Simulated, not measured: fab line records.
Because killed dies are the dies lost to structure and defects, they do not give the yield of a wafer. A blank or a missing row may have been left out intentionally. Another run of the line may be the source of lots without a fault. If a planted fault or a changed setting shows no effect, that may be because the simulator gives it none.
Lot-split experiment ; flow n5 finfet ; 21 wafers read from 7 lots, route of 1938 steps

== THE SPLIT ITSELF ==
At N5_BEOL_M9_TRENCH_ETCH_37 (etches SiCOH lowk in C4F6/O2, target depth 151.43 nm, time 49 s), the setting bias w was moved away from the recipe's 185 W on 7 of the 21 wafers read, by -12.5% to +8.3%. All remaining wafers had this setting at the recipe value.

The split's own step is where the reading is taken.

== THE READING ==
rf vpp V, in V, at N5_BEOL_M9_TRENCH_ETCH_37 (etches SiCOH lowk in C4F6/O2, target depth 151.43 nm, time 49 s). A value of 664 V with a standard deviation of 15 V is what fault-free wafers of this fab line usually give.

wafer;tool, chamber at the split;bias w as run, W;against the recipe;rf vpp V, V;against lot-mates on the recipe
L077.1;rie diel-02, 1;185;recipe;672;-
L077.5;rie diel-02, 0;161.9;-12.5%;610;-62
L077.6;rie diel-02, 3;161.9;-12.5%;590;-82
L079.1;rie diel-06, 1;185;recipe;674;-
L079.3;rie diel-06, 0;185;recipe;653;-
L079.4;rie diel-06, 3;185;recipe;672;-
L082.1;rie diel-01, 2;185;recipe;678;-
L082.3;rie diel-01, 1;185;recipe;666;-
L082.6;rie diel-01, 1;185;recipe;665;-
L083.1;rie diel-02, 3;167.4;-9.5%;608;-81
L083.4;rie diel-02, 2;185;recipe;689;-
L083.5;rie diel-02, 1;167.4;-9.5%;622;-67
L086.1;rie diel-01, 3;185;recipe;661;-
L086.2;rie diel-01, 1;197.2;+6.6%;699;+48
L086.3;rie diel-01, 0;185;recipe;640;-
L091.1;rie diel-01, 0;185;recipe;639;-
L091.2;rie diel-01, 2;185;recipe;679;-
L091.5;rie diel-01, 3;185;recipe;659;-
L095.3;rie diel-06, 0;200.4;+8.3%;696;+22
L095.4;rie diel-06, 3;200.4;+8.3%;715;+41
L095.5;rie diel-06, 1;185;recipe;674;-

THE FIT
A straight line over all 21 wafers: rf vpp V changes by +5.15 V for each +1% of bias w; r = +0.92; the points scatter about the line by 13 V.
The same after taking each lot's own level away (the mean of its wafers on the recipe; 21 wafers): +5.92 V for each +1%; r = +0.94; scatter 13 V.
The reading moves by 74 V for the largest change in bias w, on that fit.
The lots' own levels span 650.5 to 689.0 V, that is 2.6 times the standard deviation above.
So the lot-to-lot level changes the slope: the two fits differ.
Check: for one of the wafers moved furthest among these (-12.5%), held out of the fit, the line's prediction against its lot-mates is -81.5 V. It came out at -62 V against them.
Tool readings at the split's step, against how far the setting was moved: rf vpp V r = +0.92.

== THE FILE'S OWN FIT ==
rf vpp V changes by +6.1 V for each +1% of bias w, r = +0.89.
